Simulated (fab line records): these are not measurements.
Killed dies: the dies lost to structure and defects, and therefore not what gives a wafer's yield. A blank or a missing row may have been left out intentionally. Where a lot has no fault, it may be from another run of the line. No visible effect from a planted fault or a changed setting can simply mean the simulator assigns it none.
A lot that was struck, set against a sound lot    flow nand harc    14 steps out of a route of 1159
Sound: wafers L831.2, L831.3, L831.6. Struck: wafer L837.1. (L837.3, L837.6 of the same lot were not struck and are left out.) The cause comes at the end.
Order at every step that has rows: each side's tool, ch and its chambers, its first start. Under that, the readings that differ: sound wafers    struck wafers    difference of the means    sigmas: that difference in standard deviations of wafers without a fault.
alike: readings with means less than 2 such deviations apart, plus words and numbers identical on both sides. not compared: withheld readings, readings lacking a value on some wafer, bounds such as >300 that could conceal the same value, and numbers that have no deviation in the record and whose values overlap.
The two part at a step that has a row with sigmas, a row that says differs or no value, or rows on one side only. Non-overlapping numbers with no deviation appear without sigmas and do not part them. Lack of a reading on every wafer of one side parts them only where that side has two or more wafers.

NHARC_A_STAIRCASE_ETCH_190: etches the open film in C4F8/O2, target depth 100 nm, time 40.5 s.
  sound on rie diel-05 ch 1,2,3; struck on rie diel-04 ch 1
  alike: bias w, chamber pressure mTorr, oes product au, rf vpp V
  not compared: rf hours counter h
NHARC_A_STAIRCASE_TRIM_191: chemistry O2, time 211.2 s.
  sound on rie diel-05 ch 0,2,3; struck on rie diel-04 ch 3
  alike: chamber pressure mTorr, drypump motor current A, oes product au, rf vpp V, run length s, showerhead plenum p Torr, throttle valve pct
  not compared: rf hours counter h
NHARC_A_STAIRCASE_ETCH_192: etches the open film in C4F8/O2, target depth 100 nm, time 40.5 s.
  sound on rie diel-05 ch 1,3; struck on rie diel-04 ch 0
  alike: bias w, chamber pressure mTorr, oes product au, rf vpp V
  not compared: rf hours counter h
then, 5 steps without rows for these wafers: NHARC_A_STAIRCASE_TRIM_193 (chemistry O2, time 211.2 s); NHARC_A_STAIRCASE_ETCH_194 (etches the open film in C4F8/O2, target depth 100 nm, time 40.5 s); NHARC_A_STAIRCASE_TRIM_196 (chemistry O2, time 211.2 s); NHARC_A_STAIRCASE_ETCH_197 (etches the open film in C4F8/O2, target depth 100 nm, time 40.5 s); NHARC_A_STAIRCASE_TRIM_198 (chemistry O2, time 211.2 s).
NHARC_A_STAIRCASE_ETCH_199: etches the open film in C4F8/O2, target depth 100 nm, time 40.5 s.
  sound on rie diel-05 ch 1,2,3; struck on rie diel-04 ch 0
  alike: bias w, chamber pressure mTorr, oes product au, rf vpp V
  not compared: rf hours counter h
then, 1 step without rows for these wafers: NHARC_A_STAIRCASE_TRIM_200 (chemistry O2, time 211.2 s).
NHARC_A_STAIRCASE_ETCH_201: etches the open film in C4F8/O2, target depth 100 nm, time 40.5 s.
  sound on rie diel-05 ch 0,1,3; struck on rie diel-04 ch 1
reading     sound                 struck  difference  sigmas
bias w (W)  1000.6 1000.2 1002.4  995.0   -6.1        -2
  alike: chamber pressure mTorr, oes product au, rf vpp V
  not compared: rf hours counter h
NHARC_A_STAIRCASE_TRIM_202: chemistry O2, time 211.2 s.
  sound on rie diel-05 ch 0,2, day 13 14:20; struck on rie diel-04 ch 0, day 15 13:28
reading                 sound                 struck  difference  sigmas
run length s (s)        232.0 232.8 232.7     154.5   -78.0       -99 or more
throttle valve pct (%)  17.036 17.054 17.043  17.009  -0.035      -4
  alike: chamber pressure mTorr, drypump motor current A, oes product au, rf vpp V, showerhead plenum p Torr
  not compared: bias w, rf hours counter h
then, 1 step without rows for these wafers: NHARC_A_STAIRCASE_ETCH_203 (etches the open film in C4F8/O2, target depth 100 nm, time 40.5 s).
-- jump in the record: it breaks off in module A_STAIRCASE and resumes in module END (first step shown: number 1159 of the route), and 8 days separate the struck wafers' starts before and after --
NHARC_END_SORT_01:
  at this point the record logs the struck wafers (prober-02 ch 0, day 23 20:16) and has no rows for the sound ones

WHERE THEY PART
At NHARC_A_STAIRCASE_ETCH_201 first; at NHARC_END_SORT_01 last (within this record only).

WHY: what the simulator had put in
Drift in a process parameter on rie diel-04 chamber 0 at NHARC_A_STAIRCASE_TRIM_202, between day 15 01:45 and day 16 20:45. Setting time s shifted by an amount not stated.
